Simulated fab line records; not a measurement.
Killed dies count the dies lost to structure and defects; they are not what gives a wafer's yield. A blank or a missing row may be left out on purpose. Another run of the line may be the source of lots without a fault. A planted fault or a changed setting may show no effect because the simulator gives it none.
Matching of chambers | flow nand harc | rie si-03 running NHARC_P_GATE_ETCH_32: 4 sister chambers
The step etches the open film in HBr/Cl2, target depth 150 nm, time 100.1 s. 22 wafers are shown with their chamber, then 11 later ones without.

WAFERS WITH THEIR CHAMBER
wafer  | chamber | drypump motor current A (A) | throttle valve pct (%) | oes product au (a.u.)
L075.2 | 3       | 5.9                         | 26.412                 | 1.009
L075.5 | 3       | 5.9                         | 26.403                 | 1.013
L075.6 | 1       | 5.6                         | 26.391                 | 1.003
L075.1 | 2       | 5.9                         | 26.420                 | 1.018
L075.3 | 1       | 5.5                         | 26.411                 | 1.005
L075.4 | 2       | 5.9                         | 26.404                 | 0.993
L074.2 | 2       | 5.9                         | 26.415                 | 0.998
L074.3 | 1       | 5.5                         | 26.411                 | 0.993
L074.5 | 3       | 5.9                         | 26.413                 | 0.997
L080.1 | 1       | 5.6                         | 26.409                 | 1.015
L080.2 | 2       | 5.9                         | 26.417                 | 1.017
L080.6 | 0       | 5.2                         | 26.403                 | 1.007
L085.2 | 2       | 5.9                         | 26.414                 | 0.998
L085.3 | 1       | 5.6                         | 26.421                 | 0.987
L085.5 | 2       | 5.9                         | 26.401                 | 0.993
L085.1 | 0       | 5.2                         | 26.404                 | 0.998
L085.4 | 1       | 5.6                         | 26.399                 | 0.997
L085.6 | 0       | 5.2                         | 26.399                 | 0.992
L087.2 | 0       | 5.2                         | 26.391                 | 0.996
L087.3 | 2       | 5.9                         | 26.382                 | 0.999
L087.5 | 1       | 5.6                         | 26.413                 | 0.999
L092.1 | 3       | 5.9                         | 26.404                 | 0.991

SIGNATURES (averages over the wafers above)
reading                 | chamber 0 | chamber 1 | chamber 2 | chamber 3 | scatter within a chamber
drypump motor current A | 5.200     | 5.571     | 5.900     | 5.900     | 0.0282
throttle valve pct      | 26.39925  | 26.40786  | 26.40757  | 26.40800  | 0.0101
oes product au          | 0.99825   | 0.99986   | 1.00229   | 1.00250   | 0.00945
Rule: a wafer lies at a distance from a chamber equal to the root of the sum of squares, over the readings, of (its reading less the chamber's mean, divided by the reading's scatter). If the next closest chamber is less than 2 further off than the closest, the wafer can't be placed; otherwise it belongs to the closest. The scatter: take each reading less its chamber's mean, square it, sum over the shown wafers, divide by the number of wafers less the number of chambers, and take the root.

WAFERS WITHOUT THEIR CHAMBER
wafer  | drypump motor current A (A) | throttle valve pct (%) | oes product au (a.u.)
L092.2 | 5.2                         | 26.411                 | 0.998
L092.4 | 5.5                         | 26.414                 | 0.993
L095.1 | 5.9                         | 26.413                 | 1.009
L095.2 | 5.1                         | 26.403                 | 0.993
L095.5 | 5.1                         | 26.416                 | 0.998
L096.1 | 5.6                         | 26.413                 | 0.990
L096.4 | 5.9                         | 26.401                 | 0.999
L096.5 | 5.2                         | 26.404                 | 0.989
L096.2 | 5.9                         | 26.401                 | 0.999
L096.3 | 5.2                         | 26.394                 | 0.999
L096.6 | 5.9                         | 26.410                 | 0.998

WHICH CHAMBER EACH WENT THROUGH
wafer  | from the rows above     | in truth
L092.2 | 0                       | 0
L092.4 | 1                       | 1
L095.1 | can't be placed: 3 or 2 | 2
L095.2 | 0                       | 0
L095.5 | 0                       | 0
L096.1 | 1                       | 1
L096.4 | can't be placed: 2 or 3 | 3
L096.5 | 0                       | 0
L096.2 | can't be placed: 2 or 3 | 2
L096.3 | 0                       | 0
L096.6 | can't be placed: 2 or 3 | 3
Correctly placed: 7 of 11. Cannot be placed on the basis of these rows: 4; the candidates contain the true chamber in 4. Wrongly placed: 0.
